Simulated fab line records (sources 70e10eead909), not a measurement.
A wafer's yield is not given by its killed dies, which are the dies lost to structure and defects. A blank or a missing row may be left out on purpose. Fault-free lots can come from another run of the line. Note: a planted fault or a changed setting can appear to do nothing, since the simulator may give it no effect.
fab line records | flow nand-harc
[record] lots = 6 | wafers = 18 | last-day = 34
route steps=1302 shown A_ONON_D2@550 END@1302
lots with no fault: from the same line, run without faults
start-h: start of the lot's first displayed wafer, in hours after the record's first day | wait-h: hours from the lot's prior step to this one | " the same as in the row above | L1.1+2: one row covering several wafers at once | - value missing, or start not given | * or withheld: withheld | < > ~ a bound
route shown NAME@n: NAME is a module with steps in the file, n the number in the route of the first one | usual: mean/standard deviation of fault-free wafers | same: alike in all rows | chamber/n: place in a boat | sites: each site's reading | _std_site: standard deviation of those values | _edge_site: the outer-site mean with the inner-site mean subtracted | radius-mm: for every site, how far away it sits from the centre of the wafer | mask NAME#n: copy n | behind: the tool/chamber that last shaped the wafer | hold: why the lot was held/for how many hours/how that ended | device: transistor that didn't switch, given as n, p or np | end of line: tests of these same wafers at the route's end | a step given without rows: its recipe and nothing more | killed: the dies lost at the first sort to structure and to defects; this is not the yield of the wafer | map: shows each die of a wafer: x if killed, . if not, _ if none is there
set.NAME: the run value of the setting; set.NAME@STEP: its run value at that earlier step | model.NAME: the simulator's own value behind a step, which no gauge read
lots seen at some steps along the route; tables by step, rows by wafer
services: the hour from which a tool's chamber was out of use, counted from the record's first day as start-h (under 0 if before that day), plus the number of hours and why
[[steps]]
[step NHARC_A_ONON_D2_THK_MEAS_08]
[recipe] thk-meas-gauge = ellipsometry
[usual] thk-nm = 999/8.7
lot.wafer | tool          | chamber | start-h | wait-h | thk-nm
L689.1    | film-metro-01 | -       | 296.93  | -      | 983
L689.2    | "             | -       | "       | "      | 983
L689.3    | "             | -       | "       | "      | 983
L694.3    | film-metro-01 | -       | 358.77  | -      | 1009
L694.5    | "             | -       | "       | "      | 1010
L694.6    | "             | -       | "       | "      | 1010
L701.1    | film-metro-02 | -       | 427.66  | -      | 1004
L701.3    | "             | -       | "       | "      | 1003
L701.5    | "             | -       | "       | "      | 1003
L703.4    | film-metro-01 | -       | 453.67  | -      | 997
L703.5    | "             | -       | "       | "      | 999
L703.6    | "             | -       | "       | "      | 1001
L709.1    | film-metro-01 | -       | 498.63  | -      | 1005
L709.3    | "             | -       | "       | "      | 1005
L709.4    | "             | -       | "       | "      | 1005
L708.3    | film-metro-02 | -       | 504.50  | -      | 992
L708.4    | "             | -       | "       | "      | 993
L708.5    | "             | -       | "       | "      | 991
[step NHARC_A_ONON_D2_DEP_09]
[recipe] target-thk-a = 10000 | n2-flow-sccm = 2750 | n2o-flow-sccm = 2000 | nh3-flow-sccm = 500 | sih4-flow-sccm = 210 | temp-c = 400
[step NHARC_A_ONON_D2_THK_MEAS_11]
[recipe] thk-meas-gauge = ellipsometry
[usual] thk-nm = 1003/9.6
lot.wafer | tool          | chamber | start-h | wait-h | thk-nm
L689.1    | film-metro-02 | -       | 297.50  | -      | 1006
L689.2    | "             | -       | "       | "      | 1005
L689.3    | "             | -       | "       | "      | 1007
L694.3    | film-metro-02 | -       | 359.33  | -      | 1013
L694.5    | "             | -       | "       | "      | 1013
L694.6    | "             | -       | "       | "      | 1015
L701.1    | film-metro-01 | -       | 428.22  | -      | 1010
L701.3    | "             | -       | "       | "      | 1011
L701.5    | "             | -       | "       | "      | 1012
L703.4    | film-metro-01 | -       | 454.25  | -      | 996
L703.5    | "             | -       | "       | "      | 998
L703.6    | "             | -       | "       | "      | 996
L709.1    | film-metro-02 | -       | 499.20  | -      | 991
L709.3    | "             | -       | "       | "      | 992
L709.4    | "             | -       | "       | "      | 992
L708.3    | film-metro-01 | -       | 505.06  | -      | 984
L708.4    | "             | -       | "       | "      | 981
L708.5    | "             | -       | "       | "      | 984
[step NHARC_A_ONON_D2_DEP_12]
[recipe] target-thk-a = 10000 | n2-flow-sccm = 2750 | n2o-flow-sccm = 2000 | nh3-flow-sccm = 500 | sih4-flow-sccm = 210 | temp-c = 400
[step NHARC_A_ONON_D2_THK_MEAS_14]
[recipe] thk-meas-gauge = ellipsometry
[usual] thk-nm = 1002/9.8
lot.wafer | tool          | chamber | start-h | wait-h | thk-nm
L689.1    | film-metro-01 | -       | 298.06  | -      | 1003
L689.2    | "             | -       | "       | "      | 1003
L689.3    | "             | -       | "       | "      | 1002
L694.3    | film-metro-01 | -       | 359.90  | -      | 1004
L694.5    | "             | -       | "       | "      | 1005
L694.6    | "             | -       | "       | "      | 1003
L701.1    | film-metro-01 | -       | 428.79  | -      | 994
L701.3    | "             | -       | "       | "      | 995
L701.5    | "             | -       | "       | "      | 994
L703.4    | film-metro-01 | -       | 454.81  | -      | 1019
L703.5    | "             | -       | "       | "      | 1020
L703.6    | "             | -       | "       | "      | 1020
L709.1    | film-metro-01 | -       | 499.77  | -      | 998
L709.3    | "             | -       | "       | "      | 996
L709.4    | "             | -       | "       | "      | 998
L708.3    | film-metro-01 | -       | 505.63  | -      | 999
L708.4    | "             | -       | "       | "      | 998
L708.5    | "             | -       | "       | "      | 1000
[step NHARC_A_ONON_D2_ANNEAL_15]
[recipe] temp-c = 750 | time-s = 3600
[step NHARC_A_ONON_D2_DEP_16]
[recipe] target-thk-a = 10000 | n2-flow-sccm = 2750 | n2o-flow-sccm = 2000 | nh3-flow-sccm = 500 | sih4-flow-sccm = 210 | temp-c = 400
[step NHARC_A_ONON_D2_THK_MEAS_18]
[recipe] thk-meas-gauge = ellipsometry
[usual] thk-nm = 1000/9.9
lot.wafer | tool          | chamber | start-h | wait-h | thk-nm
L689.1    | film-metro-02 | -       | 305.48  | -      | 1020
L689.2    | "             | -       | "       | "      | 1018
L689.3    | "             | -       | "       | "      | 1018
L694.3    | film-metro-01 | -       | 367.64  | -      | 1010
L694.5    | "             | -       | "       | "      | 1010
L694.6    | "             | -       | "       | "      | 1009
L701.1    | film-metro-01 | -       | 436.98  | -      | 1003
L701.3    | "             | -       | "       | "      | 1000
L701.5    | "             | -       | "       | "      | 1003
L703.4    | film-metro-01 | -       | 463.31  | -      | 1008
L703.5    | "             | -       | "       | "      | 1008
L703.6    | "             | -       | "       | "      | 1009
L709.1    | film-metro-02 | -       | 508.60  | -      | 1011
L709.3    | "             | -       | "       | "      | 1012
L709.4    | "             | -       | "       | "      | 1012
L708.3    | film-metro-01 | -       | 513.42  | -      | 982
L708.4    | "             | -       | "       | "      | 985
L708.5    | "             | -       | "       | "      | 984
[step NHARC_A_ONON_D2_DEP_19]
[recipe] target-thk-a = 10000 | n2-flow-sccm = 2750 | n2o-flow-sccm = 2000 | nh3-flow-sccm = 500 | sih4-flow-sccm = 210 | temp-c = 400
[step NHARC_A_ONON_D2_THK_MEAS_21]
[recipe] thk-meas-gauge = ellipsometry
[usual] thk-nm = 1000/10
lot.wafer | tool          | chamber | start-h | wait-h | thk-nm
L689.1    | film-metro-01 | -       | 306.05  | -      | 1010
L689.2    | "             | -       | "       | "      | 1007
L689.3    | "             | -       | "       | "      | 1011
L694.3    | film-metro-02 | -       | 368.21  | -      | 996
L694.5    | "             | -       | "       | "      | 997
L694.6    | "             | -       | "       | "      | 997
L701.1    | film-metro-02 | -       | 437.55  | -      | 1026
L701.3    | "             | -       | "       | "      | 1027
L701.5    | "             | -       | "       | "      | 1027
L703.4    | film-metro-01 | -       | 463.88  | -      | 987
L703.5    | "             | -       | "       | "      | 986
L703.6    | "             | -       | "       | "      | 988
L709.1    | film-metro-01 | -       | 509.17  | -      | 1000
L709.3    | "             | -       | "       | "      | 1002
L709.4    | "             | -       | "       | "      | 1000
L708.3    | film-metro-01 | -       | 513.98  | -      | 984
L708.4    | "             | -       | "       | "      | 984
L708.5    | "             | -       | "       | "      | 984
[step NHARC_A_ONON_D2_DEP_22]
[recipe] target-thk-a = 10000 | n2-flow-sccm = 2750 | n2o-flow-sccm = 2000 | nh3-flow-sccm = 500 | sih4-flow-sccm = 210 | temp-c = 400
[step NHARC_A_ONON_D2_THK_MEAS_24]
[recipe] thk-meas-gauge = ellipsometry
[usual] thk-nm = 999/9.7
lot.wafer | tool          | chamber | start-h | wait-h | thk-nm
L689.1    | film-metro-02 | -       | 306.61  | -      | 983
L689.2    | "             | -       | "       | "      | 982
L689.3    | "             | -       | "       | "      | 983
L694.3    | film-metro-01 | -       | 368.77  | -      | 1009
L694.5    | "             | -       | "       | "      | 1009
L694.6    | "             | -       | "       | "      | 1011
L701.1    | film-metro-02 | -       | 438.12  | -      | 1009
L701.3    | "             | -       | "       | "      | 1009
L701.5    | "             | -       | "       | "      | 1008
L703.4    | film-metro-01 | -       | 464.45  | -      | 1000
L703.5    | "             | -       | "       | "      | 999
L703.6    | "             | -       | "       | "      | 1000
L709.1    | film-metro-02 | -       | 509.75  | -      | 997
L709.3    | "             | -       | "       | "      | 997
L709.4    | "             | -       | "       | "      | 997
L708.3    | film-metro-02 | -       | 514.55  | -      | 1001
L708.4    | "             | -       | "       | "      | 1002
L708.5    | "             | -       | "       | "      | 1002
[step NHARC_A_ONON_D2_DEP_25]
[recipe] target-thk-a = 10000 | n2-flow-sccm = 2750 | n2o-flow-sccm = 2000 | nh3-flow-sccm = 500 | sih4-flow-sccm = 210 | temp-c = 400
[usual] n2o-flow-sccm = 2000/6.3
lot.wafer | tool          | chamber | start-h | wait-h | n2o-flow-sccm
L689.1    | pecvd-onon-02 | 0       | 306.67  | 0.1    | 2001
L689.2    | "             | 0       | "       | "      | 1992
L689.3    | "             | 0       | "       | "      | 1999
L694.3    | pecvd-onon-03 | 0       | 368.94  | 0.2    | 2006
L694.5    | "             | 0       | "       | "      | 2010
L694.6    | "             | 0       | "       | "      | 2000
L701.1    | pecvd-onon-02 | 0       | 438.18  | 0.1    | 2006
L701.3    | "             | 0       | "       | "      | 2010
L701.5    | "             | 0       | "       | "      | 2007
L703.4    | pecvd-onon-02 | 0       | 464.67  | 0.2    | 2009
L703.5    | "             | 0       | "       | "      | 2002
L703.6    | "             | 0       | "       | "      | 2006
L709.1    | pecvd-onon-03 | 0       | 509.80  | 0.1    | 1996
L709.3    | "             | 0       | "       | "      | 1991
L709.4    | "             | 0       | "       | "      | 1985
L708.3    | pecvd-onon-03 | 0       | 514.72  | 0.2    | 2004
L708.4    | "             | 0       | "       | "      | 1991
L708.5    | "             | 0       | "       | "      | 1999
[step NHARC_A_ONON_D2_THK_MEAS_27]
[recipe] thk-meas-gauge = ellipsometry
[usual] thk-nm = 999/12
lot.wafer | tool          | chamber | start-h | wait-h | hold                     | thk-nm
L689.1    | film-metro-02 | -       | 307.18  | -      | -                        | 1010
L689.2    | "             | -       | "       | "      | -                        | 1012
L689.3    | "             | -       | "       | "      | -                        | 1010
L694.3    | film-metro-02 | -       | 369.33  | -      | -                        | 991
L694.5    | "             | -       | "       | "      | -                        | 992
L694.6    | "             | -       | "       | "      | -                        | 993
L701.1    | film-metro-02 | -       | 438.69  | -      | await-dispo/0.2h/release | 1004
L701.3    | "             | -       | "       | "      | await-dispo/0.2h/release | 1004
L701.5    | "             | -       | "       | "      | await-dispo/0.2h/release | 771
L701.1    | film-metro-02 | -       | 438.86  | 0.2    | -                        | 1004
L701.3    | "             | -       | "       | "      | -                        | 1006
L701.5    | "             | -       | "       | "      | -                        | 771
L703.4    | film-metro-02 | -       | 465.01  | -      | await-dispo/0.2h/release | 972
L703.5    | "             | -       | "       | "      | await-dispo/0.2h/release | 740
L703.6    | "             | -       | "       | "      | await-dispo/0.2h/release | 740
L703.4    | film-metro-02 | -       | 465.18  | 0.2    | -                        | 976
L703.5    | "             | -       | "       | "      | -                        | 740
L703.6    | "             | -       | "       | "      | -                        | 741
L709.1    | film-metro-01 | -       | 510.32  | -      | -                        | 1010
L709.3    | "             | -       | "       | "      | -                        | 1011
L709.4    | "             | -       | "       | "      | -                        | 1009
L708.3    | film-metro-02 | -       | 515.12  | -      | -                        | 1010
L708.4    | "             | -       | "       | "      | -                        | 1009
L708.5    | "             | -       | "       | "      | -                        | 1009
[step NHARC_END_SORT_01]
[recipe] temp-c = 25
[usual] killed-at-array = 57/18 | killed-at-other = 0.8/1 | killed-at-periphery = 3.9/2.8 | killed-dies = 62/18 | killed-open = 3.4/1.8 | killed-short = 2.2/1.6
[same] gross-dies = 677
lot.wafer | tool      | chamber | start-h | wait-h | hold                     | killed-at-array | killed-at-other | killed-at-periphery | killed-dies | killed-open | killed-short
L689.1    | prober-01 | 0       | 587.78  | 2.5    | -                        | 53              | 1               | 5                   | 59          | 5           | 4
L689.2    | prober-01 | 0       | 588.59  | 2.8    | -                        | 47              | 1               | 8                   | 56          | 1           | 4
L689.3    | prober-01 | 0       | 589.40  | 3.1    | -                        | 53              | 0               | 8                   | 61          | 3           | 2
L694.3    | prober-02 | 0       | 655.42  | 3.1    | -                        | 76              | 0               | 7                   | 83          | 3           | 1
L694.5    | prober-02 | 0       | 656.99  | 3.6    | -                        | 74              | 0               | 6                   | 80          | 5           | 5
L694.6    | prober-02 | 0       | 657.78  | 3.9    | -                        | 59              | 0               | 6                   | 65          | 6           | 1
L701.1    | prober-02 | 0       | 704.86  | 2.5    | await-dispo/6.4h/release | 84              | 0               | 1                   | 85          | 5           | 2
L701.3    | prober-02 | 0       | 706.44  | 3.1    | await-dispo/6.4h/release | 71              | 0               | 0                   | 71          | 6           | 2
L701.5    | prober-02 | 0       | 708.03  | 3.7    | await-dispo/6.4h/release | 673             | 0               | 4                   | 677         | 1           | 6
L703.4    | prober-02 | 0       | 751.25  | 3.3    | await-dispo/1.7h/release | 38              | 0               | 6                   | 44          | 4           | 3
L703.5    | prober-02 | 0       | 752.04  | 3.6    | await-dispo/1.7h/release | 670             | 0               | 7                   | 677         | 3           | 2
L703.6    | prober-02 | 0       | 752.82  | 3.9    | await-dispo/1.7h/release | 665             | 4               | 8                   | 677         | 4           | 1
L709.1    | prober-02 | 0       | 794.12  | 2.5    | -                        | 77              | 4               | 3                   | 84          | 5           | 2
L709.3    | prober-02 | 0       | 795.70  | 3.1    | -                        | 79              | 1               | 4                   | 84          | 3           | 2
L709.4    | prober-02 | 0       | 796.49  | 3.4    | -                        | 89              | 1               | 3                   | 93          | 2           | 1
L708.3    | prober-01 | 0       | 807.50  | 3.1    | -                        | 50              | 2               | 2                   | 54          | 1           | 5
L708.4    | prober-01 | 0       | 808.29  | 3.4    | -                        | 71              | 1               | 3                   | 75          | 2           | 1
L708.5    | prober-01 | 0       | 809.09  | 3.7    | -                        | 74              | 1               | 4                   | 79          | 6           | 4
// killed by level:class
L689.1 A_CHANNEL_HOLE_D1:chamber-film-flake=31 A_CHANNEL_HOLE_D2:chamber-film-flake=8 P_M1:chamber-film-flake=4 A_CONTACT:chamber-film-flake=2 A_BONDPAD:chamber-film-flake=2 A_ONON_D1:geometric-particle:open=1 A_CHANNEL_HOLE_D1:geometric-particle:short=1 A_CHANNEL_HOLE_D1:geometric-particle:open=1
L689.2 A_CHANNEL_HOLE_D1:chamber-film-flake=31 P_M1:chamber-film-flake=5 A_CHANNEL_HOLE_D2:chamber-film-flake=5 P_GATE:chamber-film-flake=3 A_CHANNEL_FILL_D1:geometric-particle:short=2 A_M0:geometric-particle:short=2 A_CHANNEL_FILL_D2:chamber-film-flake=2 A_STAIRCASE:chamber-film-flake=2
L689.3 A_CHANNEL_HOLE_D1:chamber-film-flake=30 A_CHANNEL_HOLE_D2:chamber-film-flake=13 P_M1:chamber-film-flake=5 A_STAIRCASE:chamber-film-flake=3 P_GATE:chamber-film-flake=2 P_CONTACT:geometric-particle:open=1 A_CHANNEL_FILL_D2:geometric-particle:short=1 A_CHANNEL_FILL_D2:geometric-particle:open=1
L694.3 A_CHANNEL_HOLE_D1:chamber-film-flake=43 A_CHANNEL_HOLE_D2:chamber-film-flake=24 P_M2:chamber-film-flake=4 P_CONTACT:chamber-film-flake=3 A_DECK1_JOINT:geometric-particle:short=1 A_ONON_D2:geometric-particle:open=1 A_CHANNEL_HOLE_D2:geometric-particle:open=1 A_BLC:geometric-particle:open=1
L694.5 A_CHANNEL_HOLE_D1:chamber-film-flake=44 A_CHANNEL_HOLE_D2:chamber-film-flake=16 A_CONTACT:chamber-film-flake=4 A_WL_FILL:geometric-particle:short=2 P_STI:chamber-film-flake=2 P_M2:chamber-film-flake=2 P_CONTACT:geometric-particle:open=1 A_CHANNEL_HOLE_D1:geometric-particle:short=1
L694.6 A_CHANNEL_HOLE_D1:chamber-film-flake=35 A_CHANNEL_HOLE_D2:chamber-film-flake=12 A_ONON_D2:geometric-particle:open=2 P_STI:chamber-film-flake=2 A_M0:geometric-particle:open=2 P_CONTACT:chamber-film-flake=2 A_SLIT:chamber-film-flake=2 A_CONTACT:chamber-film-flake=2
L701.1 A_CHANNEL_HOLE_D1:chamber-film-flake=36 A_SLIT:chamber-film-flake=32 A_CONTACT:chamber-film-flake=4 A_ONON_D1:geometric-particle:open=2 A_STAIRCASE:chamber-film-flake=2 A_CHANNEL_HOLE_D1:geometric-particle:open=1 A_CHANNEL_HOLE_D1:geometric-particle:short=1 A_CONTACT:geometric-particle:open=1
L701.3 A_CHANNEL_HOLE_D1:chamber-film-flake=31 A_SLIT:chamber-film-flake=24 A_BLC:geometric-particle:open=3 A_CONTACT:chamber-film-flake=3 A_ONON_D1:geometric-particle:short=1 A_ONON_D1:geometric-particle:open=1 A_CHANNEL_FILL_D2:geometric-particle:short=1 A_WL_FILL:geometric-particle:open=1
L701.5 A_ONON_D2:area-dep=609 A_CHANNEL_HOLE_D1:chamber-film-flake=29 A_SLIT:chamber-film-flake=20 A_STAIRCASE:chamber-film-flake=4 A_CONTACT:chamber-film-flake=3 A_M0:geometric-particle:short=2 P_ZERO_WELL:chamber-film-flake=2 A_CHANNEL_FILL_D1:chamber-film-flake=2
L703.4 A_CHANNEL_HOLE_D1:chamber-film-flake=16 A_CONTACT:chamber-film-flake=4 A_STAIRCASE:chamber-film-flake=3 A_SLIT:chamber-film-flake=3 A_M1:chamber-film-flake=3 P_STI:chamber-film-flake=2 P_M1:chamber-film-flake=2 A_DECK1_JOINT:chamber-film-flake=2
L703.5 A_ONON_D2:area-dep=634 A_CHANNEL_HOLE_D1:chamber-film-flake=11 A_CONTACT:chamber-film-flake=6 P_M1:chamber-film-flake=5 A_STAIRCASE:chamber-film-flake=4 A_SLIT:chamber-film-flake=4 A_WL_FILL:geometric-particle:open=2 A_CHANNEL_FILL_D1:chamber-film-flake=2
L703.6 A_ONON_D2:area-dep=624 A_CHANNEL_HOLE_D1:chamber-film-flake=11 A_SLIT:chamber-film-flake=7 A_CONTACT:chamber-film-flake=7 P_GATE:chamber-film-flake=5 THIN_TSV:chamber-film-flake=4 A_STAIRCASE:chamber-film-flake=3 A_WL_FILL:geometric-particle:open=2
L709.1 A_SLIT:chamber-film-flake=24 A_CHANNEL_HOLE_D2:chamber-film-flake=19 A_CHANNEL_HOLE_D1:chamber-film-flake=9 A_CONTACT:chamber-film-flake=7 A_CHANNEL_FILL_D2:chamber-film-flake=4 THIN_TSV:chamber-film-flake=4 A_CHANNEL_FILL_D1:chamber-film-flake=3 A_STAIRCASE:chamber-film-flake=3
L709.3 A_CHANNEL_HOLE_D2:chamber-film-flake=32 A_SLIT:chamber-film-flake=17 A_CHANNEL_HOLE_D1:chamber-film-flake=12 A_CONTACT:chamber-film-flake=7 A_STAIRCASE:chamber-film-flake=3 P_ZERO_WELL:chamber-film-flake=2 P_CONTACT:geometric-particle:open=1 A_CHANNEL_FILL_D1:geometric-particle:open=1
L709.4 A_SLIT:chamber-film-flake=36 A_CHANNEL_HOLE_D2:chamber-film-flake=23 A_CHANNEL_HOLE_D1:chamber-film-flake=9 A_CONTACT:chamber-film-flake=5 A_CHANNEL_FILL_D2:chamber-film-flake=4 A_CHANNEL_FILL_D1:chamber-film-flake=3 A_STAIRCASE:chamber-film-flake=3 A_ZERO_WELL:chamber-film-flake=2
L708.3 A_CHANNEL_HOLE_D2:chamber-film-flake=21 A_CHANNEL_HOLE_D1:chamber-film-flake=8 A_SLIT:chamber-film-flake=7 A_STAIRCASE:chamber-film-flake=4 A_CONTACT:chamber-film-flake=3 A_WL_FILL:geometric-particle:short=2 THIN_TSV:chamber-film-flake=2 P_STI:geometric-particle:short=1
L708.4 A_CHANNEL_HOLE_D2:chamber-film-flake=30 A_SLIT:chamber-film-flake=13 A_CHANNEL_HOLE_D1:chamber-film-flake=10 A_STAIRCASE:chamber-film-flake=10 A_WL_FILL:chamber-film-flake=3 P_GATE:chamber-film-flake=2 A_CONTACT:chamber-film-flake=2 A_CHANNEL_FILL_D1:geometric-particle:open=1
L708.5 A_CHANNEL_HOLE_D2:chamber-film-flake=29 A_CHANNEL_HOLE_D1:chamber-film-flake=12 A_SLIT:chamber-film-flake=10 A_STAIRCASE:chamber-film-flake=9 A_CONTACT:chamber-film-flake=5 A_CHANNEL_HOLE_D1:geometric-particle:open=2 P_GATE:chamber-film-flake=2 P_STI:geometric-particle:open=1
// map L701.5 (x killed, . not)
____________x____________
_________xxxxxxx_________
_______xxxxxxxxxxx_______
______xxxxxxxxxxxxx______
_____xxxxxxxxxxxxxxx_____
____xxxxxxxxxxxxxxxxx____
____xxxxxxxxxxxxxxxxx____
___xxxxxxxxxxxxxxxxxxx___
___xxxxxxxxxxxxxxxxxxx___
__xxxxxxxxxxxxxxxxxxxxx__
__xxxxxxxxxxxxxxxxxxxxx__
_xxxxxxxxxxxxxxxxxxxxxxx_
_xxxxxxxxxxxxxxxxxxxxxxx_
_xxxxxxxxxxxxxxxxxxxxxxx_
_xxxxxxxxxxxxxxxxxxxxxxx_
_xxxxxxxxxxxxxxxxxxxxxxx_
xxxxxxxxxxxxxxxxxxxxxxxxx
xxxxxxxxxxxxxxxxxxxxxxxxx
xxxxxxxxxxxxxxxxxxxxxxxxx
xxxxxxxxxxxxxxxxxxxxxxxxx
xxxxxxxxxxxxxxxxxxxxxxxxx
_xxxxxxxxxxxxxxxxxxxxxxx_
_xxxxxxxxxxxxxxxxxxxxxxx_
_xxxxxxxxxxxxxxxxxxxxxxx_
_xxxxxxxxxxxxxxxxxxxxxxx_
_xxxxxxxxxxxxxxxxxxxxxxx_
__xxxxxxxxxxxxxxxxxxxxx__
__xxxxxxxxxxxxxxxxxxxxx__
___xxxxxxxxxxxxxxxxxxx___
___xxxxxxxxxxxxxxxxxxx___
____xxxxxxxxxxxxxxxxx____
____xxxxxxxxxxxxxxxxx____
_____xxxxxxxxxxxxxxx_____
______xxxxxxxxxxxxx______
_______xxxxxxxxxxx_______
_________xxxxxxx_________
____________x____________
// map L703.5 (x killed, . not)
____________x____________
_________xxxxxxx_________
_______xxxxxxxxxxx_______
______xxxxxxxxxxxxx______
_____xxxxxxxxxxxxxxx_____
____xxxxxxxxxxxxxxxxx____
____xxxxxxxxxxxxxxxxx____
___xxxxxxxxxxxxxxxxxxx___
___xxxxxxxxxxxxxxxxxxx___
__xxxxxxxxxxxxxxxxxxxxx__
__xxxxxxxxxxxxxxxxxxxxx__
_xxxxxxxxxxxxxxxxxxxxxxx_
_xxxxxxxxxxxxxxxxxxxxxxx_
_xxxxxxxxxxxxxxxxxxxxxxx_
_xxxxxxxxxxxxxxxxxxxxxxx_
_xxxxxxxxxxxxxxxxxxxxxxx_
xxxxxxxxxxxxxxxxxxxxxxxxx
xxxxxxxxxxxxxxxxxxxxxxxxx
xxxxxxxxxxxxxxxxxxxxxxxxx
xxxxxxxxxxxxxxxxxxxxxxxxx
xxxxxxxxxxxxxxxxxxxxxxxxx
_xxxxxxxxxxxxxxxxxxxxxxx_
_xxxxxxxxxxxxxxxxxxxxxxx_
_xxxxxxxxxxxxxxxxxxxxxxx_
_xxxxxxxxxxxxxxxxxxxxxxx_
_xxxxxxxxxxxxxxxxxxxxxxx_
__xxxxxxxxxxxxxxxxxxxxx__
__xxxxxxxxxxxxxxxxxxxxx__
___xxxxxxxxxxxxxxxxxxx___
___xxxxxxxxxxxxxxxxxxx___
____xxxxxxxxxxxxxxxxx____
____xxxxxxxxxxxxxxxxx____
_____xxxxxxxxxxxxxxx_____
______xxxxxxxxxxxxx______
_______xxxxxxxxxxx_______
_________xxxxxxx_________
____________x____________
[[services]]
tool          | chamber | start-h | hours | kind
pecvd-onon-02 | -       | 366.00  | 13.0  | pm
pecvd-onon-03 | -       | 393.57  | 2.8   | repair
pecvd-onon-03 | -       | 408.00  | 13.0  | pm
[[key]]
[first-sign] step = NHARC_A_ONON_D2_THK_MEAS_27 | reading = visit | direction = added
[effect] step = NHARC_A_ONON_D2_THK_MEAS_27 | reading = thk-nm | direction = down | sigmas = 22 | usual = 999 | struck = 750
[effect] step = NHARC_END_SORT_01 | reading = killed-dies | direction = up | sigmas = 34 | usual = 62 | struck = 677
[more-kills-born-at] NHARC_A_ONON_D2_DEP_25@pecvd-onon-02 = 1867
met-at NHARC_A_ONON_D2_DEP_25
struck-wafers L701.5,L703.5,L703.6
later-rows-left-out L701.5,L703.5,L703.6
tester-left-out L701,L703
onset-between 306.67 438.18
[fault] kind = process-parameter-drift | tool = pecvd-onon-02 | chamber = - | onset-h = 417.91 | steps = NHARC_A_ONON_D2_DEP_25 | channel = target-thk-a | offset = * | shape = step | end-h = 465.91 | scope = struck-wafers-only | acts-in = * | stated = *
// tester-left-out: of these lots the tester's yield and bins aren't shown, on N5 and GAA mostly nor the transistor test; their killed dies are dies lost to structure and defects alone, not to doping, threshold or leakage, so they don't give the yield
// later-rows-left-out: the simulator's readings of these wafers behind a module that went badly wrong aren't trusted and aren't shown, but for the sort
